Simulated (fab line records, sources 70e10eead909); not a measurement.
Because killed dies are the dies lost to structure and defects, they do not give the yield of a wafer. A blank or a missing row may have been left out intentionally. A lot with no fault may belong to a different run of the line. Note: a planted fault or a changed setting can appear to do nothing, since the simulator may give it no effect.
2 desks looking at one fault    flow nandHarc    numbers are kept per desk, each desk with only its own; the story behind them comes last

== THE DEFECT DESK ==
Inspection counts along the route, by lot: the mean over sampled wafers that carry a number. Marked OUT: a lot whose mean sits more than 4 standard deviations from the usual mean, which makes it out of limits; the brackets give that distance.
Columns: A = rawDefectCount at NHARC_P_M1_INSPECT_27, usual 290
lot   first seen here  A
L538  day 7 01:28      171
L541  day 7 21:25      638
L542  day 8 14:02      245
L543  day 8 23:53      206
L545  day 9 19:13      191
L547  day 10 23:15     465
L549  day 11 13:09     333
L552  day 12 11:34     375
L555  day 13 18:13     197
L556  day 14 04:26     230
L557  day 14 15:27     283
L559  day 15 09:44     276
L560  day 15 21:19     229
This desk's finding: nothing out of limits on any of the 13 lots.

== TOOL OWNER'S DESK, lithoTrack-04 ==
At NHARC_P_M2_SOFTBAKE_04 (time 55 s), the tool's own readings, given per lot that ran on this tool as the mean of the sampled wafers with a number. Marked OUT: a lot whose mean sits more than 4 standard deviations from the usual mean, which makes it out of limits; the brackets give that distance.
Columns: A = heaterPowerTotalW at NHARC_P_M2_SOFTBAKE_04, usual 188.46 W
lot   first seen here  A
L538  day 7 02:00      188.42
L543  day 9 00:00      188.36
L545  day 9 20:00      188.56
L547  day 11 00:00     212.47 (+99 or more) OUT
L549  day 11 14:00     212.64 (+99 or more) OUT
L559  day 15 10:00     188.43
L560  day 15 22:00     188.57
This desk finds L547, L549 out of limits, L547 being first, at day 11 00:00 (heaterPowerTotalW at NHARC_P_M2_SOFTBAKE_04). Within limits: L538, L543, L545, L559, L560.

== ALL TOGETHER ==
An alarm could have come from the tool owner's desk at day 11 00:00, on L547, L549.
Nothing the defect desk looked at was out of limits.
The defect desk has L547, L549 on record, within its limits.
On lithoTrack-04, each named lot ran NHARC_P_M2_SOFTBAKE_04.

== WHAT THE SIMULATOR PUT IN ==
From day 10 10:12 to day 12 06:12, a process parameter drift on lithoTrack-04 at NHARC_P_M2_SOFTBAKE_04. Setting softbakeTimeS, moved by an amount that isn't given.
Lots struck among those shown: L547, L549.
Delay in hours, fault start to first out-of-limits reading, by desk: the tool owner's desk at 14.
